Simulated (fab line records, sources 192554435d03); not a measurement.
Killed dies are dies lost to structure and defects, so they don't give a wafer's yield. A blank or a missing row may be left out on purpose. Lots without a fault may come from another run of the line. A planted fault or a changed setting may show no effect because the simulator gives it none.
Problem report in the 8D (eight disciplines) form, filled by code | flow n5_finfet | the parts of the form that need people (team, actions taken, sign-off) are left out

1. THE PROBLEM
killed_at_M4_up at N5_PASSIVATION_PROBE_49 reads a mean of 126 on 6 wafers of 2 lots; wafers without a fault read 12 with a standard deviation of 4.4. That is +26 standard deviations from the usual mean.
First seen on wafer L756.1, day 16 14:16, on prober-01. The record holds 6 wafers of 2 lots with a number at this step. Rule for "out", or "out of limits": more than 4 standard deviations from the usual mean. The other wafers with a number count as sound.

2. WHAT IT IS AND WHAT IT IS NOT
question                    | is                                                 | is not
which readings at this step | killed_at_M4_up, defect_limited_yield, killed_dies | killed_at_M0_to_M3, killed_at_contacts, killed_at_front_end, killed_at_other, killed_open, killed_short, sort_bin_6_memory, sort_bin_8_speed
which lots                  | L756, L761                                         | -
which wafers of those lots  | all that have a number                             | -
read on which tools         | prober-01, prober-02                               | -
when                        | from day 16 14:16                                  | up to then (0 sound wafers)

3. SUSPECTS, AND WHAT RULES EACH OUT
Counting: a tool at a process step up to the reading stays a suspect if it ran every lot that is out and no sound lot after the first of them.
- pvd_sputter-03 at N5_BEOL_M11_PRE_CLEAN_45 (time 30 s): kept. It ran every lot that is out, first L756 (day 14 23:44), and no sound lot after that.
- pecvd-02 at N5_PASSIVATION_PECVD_00 (deposits SiO2 from SiH4/N2O, target thk 200 nm, time 11.2 s): kept. It ran every lot that is out, first L756 (day 16 02:12), and no sound lot after that.
- rie_diel-02 at N5_MIM_BOT_ETCH_ETCH_04 (etches SiNx in CF4/O2, target depth 26 nm, time 13 s): kept. It ran every lot that is out, first L756 (day 16 05:45), and no sound lot after that.
Left after counting: pvd_sputter-03 at N5_BEOL_M11_PRE_CLEAN_45, pecvd-02 at N5_PASSIVATION_PECVD_00, rie_diel-02 at N5_MIM_BOT_ETCH_ETCH_04.

4. THE CAUSE (what the simulator had put in)
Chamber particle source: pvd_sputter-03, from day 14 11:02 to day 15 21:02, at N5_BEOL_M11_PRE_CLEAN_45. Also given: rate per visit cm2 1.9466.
Counting left 3 suspects, and this tool is among them.

5. THE CHAIN OF EFFECTS, in route order
Each row: a reading whose mean over the struck wafers that have a number lies more than 3 standard deviations from the usual. Only readings for which the record gives a usual standard deviation are gone through. hours: the time from each lot's start at the first step in this table that gives one to its start at this step, as a median over the lots. sigmas: the change in usual standard deviations.
hours | step                    | reading              | usual  | on struck wafers | change | sigmas
0     | N5_PASSIVATION_PROBE_49 | defect_limited_yield | 91.5 % | 83.4             | -8.1   | -5.8
0     | N5_PASSIVATION_PROBE_49 | killed_at_M4_up      | 12     | 126              | +114   | +26
0     | N5_PASSIVATION_PROBE_49 | killed_dies          | 100    | 196              | +96    | +5.6
0     | N5_PASSIVATION_PROBE_49 | killed_on_rim        | 13     | 25               | +12    | +3.0
0     | N5_PASSIVATION_PROBE_49 | sort_bin_5_function  | 5.0 %  | 9.8              | +4.8   | +5.0
0     | N5_PASSIVATION_PROBE_49 | sort_n_pass          | 1079   | 984              | -95    | -5.6
0     | N5_PASSIVATION_PROBE_49 | sort_yield_pct       | 91.4 % | 83.4             | -8.0   | -5.3
The process steps in it:
- N5_PASSIVATION_PROBE_49

6. WHAT WOULD HAVE CAUGHT IT SOONER
In this record the first reading out of limits was taken at day 16 14:16, 51 hours after the fault began at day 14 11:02.
Of the tool readings at N5_BEOL_M11_PRE_CLEAN_45 for which the record gives a usual standard deviation, none was out on any struck wafer, so an alarm limit of 4 standard deviations on them would not have fired.
All the lots that are out (2) had begun N5_BEOL_M11_PRE_CLEAN_45 on pvd_sputter-03 by day 16 14:16. A hold on the tool at that time would have spared none of them.
